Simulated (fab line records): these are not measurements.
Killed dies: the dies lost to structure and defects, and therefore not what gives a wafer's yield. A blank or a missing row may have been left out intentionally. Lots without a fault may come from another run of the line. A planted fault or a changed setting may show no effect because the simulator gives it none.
fab line records	flow nandHarc
record lots=6	wafers=18	lastDay=32
route steps=1302 shown A_STAIRCASE@820
lots with no fault: from the same line, run without faults
startH: hours from the record's first day to the start of the lot's first wafer shown	waitH: how many hours have passed since the lot's step before this one	" same as the row above	L1.1+2: several wafers, shown together as one row	- no value present, or no start provided	* or withheld: withheld	< > ~ a bound
route shown NAME@n: a module of which the file shows steps, and the number in the route of the first	usual: mean and standard deviation over wafers with no fault	same: alike in all rows	chamber/n: place in a boat	sites: per-site readings	_std_site: the values' standard deviation	_edge_site: mean of outer sites minus mean of inner sites	radiusMm: for every site, how far away it sits from the centre of the wafer	mask NAME#n: copy n	behind: the last tool/chamber to shape the wafer	hold: why the lot went on hold/how many hours it stayed there/how the hold came to an end	device: the n, p or np transistor that did not switch	end of line: tests run on the same wafers once the route is complete	a step given without rows: its recipe and nothing more	killed: not the wafer's yield, but the dies lost to structure and defects at the first sort	map: per-die view of a wafer (x killed, . not killed, _ where there is no die)
set.NAME: the setting the step ran with; set.NAME@STEP: the setting that earlier step ran with	model.NAME: the simulator's own value behind a step, which no gauge read
certain route steps with their lots: each step a table, each wafer a row
services: from which hour (startH, from the record's first day; less than 0 if before it) a tool's chamber was out of use, for how many hours, and why
## steps
# step NHARC_A_STAIRCASE_DEHYDRATE_302
# recipe tempC=150	timeS=120
# step NHARC_A_STAIRCASE_HMDS_303
# recipe timeS=30
# step NHARC_A_STAIRCASE_COAT_304
# recipe spinRpm=1200
# step NHARC_A_STAIRCASE_SOFTBAKE_305
# recipe tempC=135	timeS=170
# step NHARC_A_STAIRCASE_EBR_306
# step NHARC_A_STAIRCASE_EXPOSE_307
# recipe na=0.5	doseMj=45.72	maskId=CHOP_50
# step NHARC_A_STAIRCASE_PEB_308
# recipe pebTempC=115	pebTimeS=130
# step NHARC_A_STAIRCASE_DEVELOP_309
# recipe timeS=140
# step NHARC_A_STAIRCASE_HARDBAKE_311
# recipe tempC=120	timeS=140
# step NHARC_A_STAIRCASE_DESCUM_312
# recipe timeS=3	o2FlowSccm=200	arFlowSccm=0	biasPowerW=0	chemistry=O2
# usual drypumpMotorCurrentA=5.8/0.5	o2FlowSccm=200.0/0.62	oesProductAu=1.001/0.0079	rfVppV=57.7/0.92	showerheadPlenumPTorr=1.89/0.12	throttleValvePct=11.310/0.0091
lot.wafer	tool	chamber	startH	waitH	drypumpMotorCurrentA	o2FlowSccm	oesProductAu	rfHoursCounterH	rfVppV	showerheadPlenumPTorr	throttleValvePct
L662.2	rieDiel-05	0	416.31	-	5.4	199.6	1.018	0	57.8	2.08	11.314
L662.6	"	3	"	"	6.4	199.6	1.019	-	57.1	1.79	11.290
L662.5	"	0	"	"	5.4	199.5	1.004	-	59.2	2.08	11.304
L665.2	rieDiel-03	3	429.40	-	5.5	201.0	1.015	43	59.3	1.90	11.315
L665.5	"	2	"	"	6.1	199.6	0.999	-	57.6	1.82	11.303
L665.6	"	3	"	"	5.5	201.4	1.002	-	58.2	1.90	11.326
L672.1	rieDiel-03	2	492.13	-	6.0	199.3	0.995	9	56.7	1.81	11.314
L672.4	"	3	"	"	5.6	200.2	1.011	10	59.1	1.90	11.302
L672.5	"	2	"	"	6.0	200.2	0.992	-	59.5	1.81	11.311
L674.3	rieDiel-03	2	501.84	-	6.0	199.8	0.997	12	58.9	1.81	11.305
L674.2	"	3	"	"	5.6	199.5	0.997	15	56.8	1.90	11.308
L674.4	"	0	"	"	5.8	201.3	0.997	15	58.2	1.85	11.325
L677.2	rieDiel-06	2	532.77	-	5.8	200.7	1.005	10	57.6	1.94	11.312
L677.1	"	3	"	"	5.5	200.8	1.001	11	57.1	1.78	11.312
L677.6	"	1	"	"	6.5	199.9	0.993	-	57.1	1.84	11.309
L681.1	rieDiel-05	2	580.27	-	6.4	200.2	0.989	69	56.0	1.76	11.305
L681.3	"	3	"	"	6.4	199.1	1.007	67	57.2	1.77	11.312
L681.5	"	2	"	"	6.4	200.1	1.003	-	56.4	1.76	11.316
# step NHARC_A_STAIRCASE_ETCH_313
# recipe cf4FlowSccm=100	chf3FlowSccm=30	arFlowSccm=0	rfW=500	biasW=200	chemistry=CF4/CHF3
# usual drypumpMotorCurrentA=5.8/0.51	oesProductAu=0.930/0.012	rfVppV=370/3.1	showerheadPlenumPTorr=1.56/0.089	throttleValvePct=16.803/0.009
lot.wafer	tool	chamber	startH	waitH	drypumpMotorCurrentA	oesProductAu	rfHoursCounterH	rfVppV	showerheadPlenumPTorr	throttleValvePct
L662.2	rieDiel-05	3	416.67	0.4	6.4	0.957	0	368	1.47	16.789
L662.6	"	2	"	"	6.4	0.942	-	366	1.47	16.800
L662.5	"	3	"	"	6.4	0.948	-	368	1.47	16.808
L665.2	rieDiel-03	1	429.47	0.1	5.4	0.931	43	371	1.57	16.807
L665.5	"	1	"	"	5.4	0.928	-	370	1.57	16.797
L665.6	"	2	"	"	6.1	0.936	-	367	1.50	16.809
L672.4	rieDiel-03	1	495.00	2.9	5.4	0.920	11	370	1.57	16.791
L672.1	"	3	"	"	5.5	0.928	14	369	1.56	16.794
L672.5	"	1	"	"	5.4	0.918	-	371	1.57	16.792
L674.4	rieDiel-03	0	501.91	0.1	5.8	0.912	15	368	1.52	16.806
L674.2	"	1	"	"	5.4	0.914	12	371	1.57	16.802
L674.3	"	3	"	"	5.6	0.928	15	370	1.56	16.807
L677.1	rieDiel-06	0	532.85	0.1	5.8	0.918	6	369	1.51	16.809
L677.2	"	2	"	"	5.8	0.920	10	370	1.60	16.791
L677.6	"	1	"	"	6.5	0.925	-	369	1.52	16.810
L681.1	rieDiel-05	3	580.37	0.1	6.4	0.939	67	366	1.46	16.800
L681.3	"	0	"	"	5.4	0.938	64	374	1.68	16.801
L681.5	"	2	"	"	6.4	0.932	-	365	1.45	16.798
# step NHARC_A_STAIRCASE_HM_OPEN_463
# recipe o2FlowSccm=400	cosFlowSccm=20	arFlowSccm=0	rfW=500	biasW=300	chemistry=O2/COS
# usual drypumpMotorCurrentA=5.8/0.5	o2FlowSccm=400.0/1	oesProductAu=1.001/0.0076	rfVppV=466/3.9	showerheadPlenumPTorr=3.09/0.18	throttleValvePct=28.330/0.01
lot.wafer	tool	chamber	startH	waitH	drypumpMotorCurrentA	o2FlowSccm	oesProductAu	rfHoursCounterH	rfVppV	showerheadPlenumPTorr	throttleValvePct
L662.2	rieDiel-05	2	416.86	-	6.4	399.7	1.007	1	463	2.91	28.331
L662.6	"	3	"	"	6.4	400.5	1.008	-	464	2.93	28.335
L662.5	"	0	"	"	5.4	400.7	1.007	-	474	3.37	28.324
L665.2	rieDiel-03	2	429.59	-	6.0	401.7	0.995	42	464	2.97	28.330
L665.6	"	2	"	"	6.0	401.0	1.004	-	464	2.97	28.327
L665.5	"	3	"	"	5.6	399.6	1.005	-	467	3.11	28.340
L672.4	rieDiel-03	0	495.11	-	5.8	398.8	1.008	14	466	3.02	28.337
L672.1	"	2	"	"	6.1	400.6	0.908	11	463	2.97	28.340
L672.5	"	1	"	"	5.4	398.8	0.979	-	467	3.11	28.311
L674.3	rieDiel-03	2	502.06	-	6.1	400.4	1.001	12	464	2.96	28.331
L674.2	"	3	"	"	5.6	399.3	0.922	15	466	3.10	28.341
L674.4	"	0	"	"	5.8	401.1	1.005	15	465	3.02	28.328
L677.2	rieDiel-06	2	532.97	-	5.8	398.7	0.990	10	468	3.16	28.337
L677.1	"	1	"	"	6.5	400.5	0.997	10	464	3.01	28.336
L677.6	"	2	"	"	5.8	399.5	1.011	-	468	3.16	28.326
L681.3	rieDiel-05	1	580.50	-	4.9	399.5	1.001	54	471	3.32	28.334
L681.1	"	2	"	"	6.4	398.4	1.000	69	463	2.88	28.324
L681.5	"	1	"	"	5.0	401.3	1.000	-	470	3.32	28.338
# step NHARC_A_STAIRCASE_STRIP_464
# recipe o2FlowSccm=400	cosFlowSccm=20	arFlowSccm=0	biasW=0	chemistry=O2/COS
## services
tool	chamber	startH	hours	kind
rieDiel-05	-	406.68	9.0	pm
rieDiel-03	0	412.90	-	clean
rieDiel-03	1	412.90	-	clean
rieDiel-03	2	412.90	-	clean
rieDiel-03	3	412.90	-	clean
rieDiel-05	3	422.64	4.2	repair
rieDiel-03	0	437.41	-	clean
rieDiel-03	1	437.41	-	clean
rieDiel-03	2	437.41	-	clean
rieDiel-03	3	437.41	-	clean
rieDiel-03	-	458.40	9.0	pm
rieDiel-03	0	458.40	9.0	ventCycle
rieDiel-03	1	458.40	9.0	ventCycle
rieDiel-03	2	458.40	9.0	ventCycle
rieDiel-03	3	458.40	9.0	ventCycle
rieDiel-06	1	464.95	9.0	repair
rieDiel-03	0	467.40	-	clean
rieDiel-06	-	484.27	9.0	pm
rieDiel-03	2	507.49	8.3	repair
rieDiel-03	3	511.72	7.1	repair
rieDiel-06	0	512.20	5.7	repair
rieDiel-06	-	545.51	0.6	repair
rieDiel-03	0	553.36	10.5	repair
rieDiel-03	3	575.73	3.7	repair
## key
firstSign step=NHARC_A_STAIRCASE_HM_OPEN_463	reading=oesProductAu	direction=down	sigmas=11	usual=1.001	struck=0.915
effect none on later readings
metAt NHARC_A_STAIRCASE_HM_OPEN_463
struckWafers L672.1,L674.2
laterRowsLeftOut L672.1,L674.2
sortLeftOut L672.1,L674.2
testerLeftOut L672,L674
onsetBetween 429.59 495.11
fault kind=processParameterDrift	tool=rieDiel-03	chamber=-	onsetH=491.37	steps=NHARC_A_STAIRCASE_HM_OPEN_463	channel=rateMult	offset=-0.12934	shape=step	endH=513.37	scope=struckWafersOnly
# testerLeftOut: of these lots the tester's yield and bins aren't shown, on N5 and GAA mostly nor the transistor test; their killed dies are dies lost to structure and defects alone, not to doping, threshold or leakage, so they don't give the yield
# sortLeftOut: the simulated sort isn't trusted on such a fault, so these wafers' sort isn't shown, and their yield isn't known
# laterRowsLeftOut: the simulator's readings of these wafers behind a module that went badly wrong aren't trusted and aren't shown, but for the sort
